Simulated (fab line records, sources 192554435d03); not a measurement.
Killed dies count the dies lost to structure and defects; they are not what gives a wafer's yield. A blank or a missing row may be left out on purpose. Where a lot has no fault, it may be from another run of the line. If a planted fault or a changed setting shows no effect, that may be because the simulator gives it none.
Matching of chambers    flow n5Finfet    cmp-03 running N5_STI_FIN_REVEAL_CMP_04: 4 sister chambers
The step polishes, stops on Si3N4, t overpolish 4 s, target thk 131.83 nm. 4 wafers are shown with their chamber, then 12 later ones without.

== WAFERS PAIRED WITH THEIR CHAMBERS ==
wafer   chamber  motorCurrentA (A)
L087.3  1        10.8
L090.2  0        8.1
L090.5  3        7.6
L090.6  2        7.5

== WAFERS WHOSE CHAMBER IS MISSING ==
wafer   motorCurrentA (A)
L093.1  7.8
L093.2  7.7
L093.3  10.4
L093.4  7.5
L093.5  7.3
L093.6  7.8
L096.2  7.6
L096.3  7.5
L096.6  7.3
L097.1  8.1
L097.3  7.0
L097.4  7.2

== EACH ONE'S CHAMBER ==
wafer   from the rows above           in truth
L093.1  can't be placed: 3 or 0 or 2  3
L093.2  can't be placed: 3 or 2 or 0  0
L093.3  1                             1
L093.4  can't be placed: 2 or 3       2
L093.5  can't be placed: 2 or 3       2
L093.6  can't be placed: 3 or 0 or 2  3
L096.2  can't be placed: 3 or 2       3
L096.3  can't be placed: 2 or 3       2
L096.6  can't be placed: 2 or 3       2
L097.1  0                             0
L097.3  can't be placed: 2 or 3       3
L097.4  can't be placed: 2 or 3       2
Correct placement for 2 of the 12. These rows do not allow placing 10 (true chamber among the candidates in 10). Wrongly placed: 0.
How it was worked out, from the rows above alone: a wafer's distance from a chamber is the root of the sum, over the readings, of the square of ((its reading less the chamber's mean) divided by the reading's scatter). The wafer belongs to the nearest chamber; if the next one is less than 2 further off, it can't be placed. The mean given for a chamber averages the wafers shown for that chamber. The scatter: root of mean squared gap, hidden wafer to nearest shown wafer, with one shown wafer a chamber.
